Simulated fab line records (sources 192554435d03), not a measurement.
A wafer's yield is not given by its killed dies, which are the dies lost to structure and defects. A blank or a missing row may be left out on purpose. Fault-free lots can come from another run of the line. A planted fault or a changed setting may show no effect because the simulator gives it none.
Matching of chambers    flow n5Finfet    N5_BEOL_M8_ILD_DEP_00 on pecvd-04: 3 sister chambers
The step deposits SiCOH lowk from DEMS/porogen, target thk 179.75 nm, time 33.4 s. 30 wafers are shown with their chamber, then 12 later ones without.

## WAFERS PAIRED WITH THEIR CHAMBERS
wafer   chamber  throttleValvePct (%)  heaterPowerW (W)  showerheadPlenumPTorr (Torr)
L076.1  1        13.0                  301               5.729
L076.2  0        14.2                  312               5.757
L076.3  2        14.6                  336               5.751
L076.4  1        12.9                  299               5.735
L076.5  2        14.4                  343               5.743
L076.6  0        14.3                  311               5.753
L075.1  2        14.5                  325               5.728
L075.4  0        14.4                  311               5.752
L075.5  2        14.0                  330               5.732
L077.1  2        14.3                  333               5.735
L077.2  1        12.9                  305               5.727
L077.3  0        14.5                  317               5.760
L077.4  1        13.2                  318               5.746
L077.5  0        14.3                  322               5.753
L077.6  2        14.5                  342               5.731
L083.1  2        14.4                  327               5.738
L083.4  1        13.4                  303               5.742
L083.6  1        13.4                  317               5.737
L082.1  1        13.1                  252               5.739
L082.2  2        14.2                  312               5.737
L082.3  2        14.6                  318               5.727
L082.4  1        13.1                  257               5.748
L082.5  1        13.5                  266               5.740
L082.6  2        14.2                  327               5.730
L085.3  0        14.2                  292               5.743
L085.4  2        14.3                  357               5.722
L085.5  0        14.4                  302               5.739
L091.2  0        14.5                  298               5.762
L091.3  2        14.4                  340               5.738
L091.4  2        14.3                  348               5.733

SIGNATURES (means of the wafers above)
reading                chamber 0  chamber 1  chamber 2  scatter within a chamber
throttleValvePct       14.350     13.167     14.362     0.178
heaterPowerW           308.12     290.89     333.69     17
showerheadPlenumPTorr  5.75237    5.73811    5.73423    0.00747
Rule: for a wafer and a chamber, the distance is found by dividing, reading by reading, the gap between the wafer's reading and the chamber's mean by the reading's scatter, squaring, summing and taking the root. The wafer belongs to the nearest chamber; if the next one is less than 2 further off, it can't be placed. The scatter: the root of (the sum of the squares of (reading less its chamber's mean) over the shown wafers, divided by (wafers less chambers)).

## WAFERS MISSING THEIR CHAMBER
wafer   throttleValvePct (%)  heaterPowerW (W)  showerheadPlenumPTorr (Torr)
L092.2  13.1                  264               5.744
L092.4  14.4                  355               5.736
L092.5  13.2                  262               5.734
L094.1  14.0                  282               5.756
L094.2  14.5                  336               5.727
L094.3  13.0                  271               5.743
L094.4  13.2                  280               5.745
L094.5  14.1                  288               5.749
L094.6  14.5                  346               5.726
L097.1  13.0                  314               5.731
L097.2  14.7                  307               5.727
L097.5  13.3                  311               5.740

## WHICH CHAMBER EACH WENT THROUGH
wafer   from the rows above      in truth
L092.2  1                        1
L092.4  2                        2
L092.5  1                        1
L094.1  0                        0
L094.2  2                        2
L094.3  1                        1
L094.4  1                        1
L094.5  can't be placed: 0 or 2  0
L094.6  2                        2
L097.1  1                        1
L097.2  can't be placed: 2 or 0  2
L097.5  1                        1
10 of 12 placed correctly. These rows do not allow placing 2 (true chamber among the candidates in 2). Wrongly placed: 0.
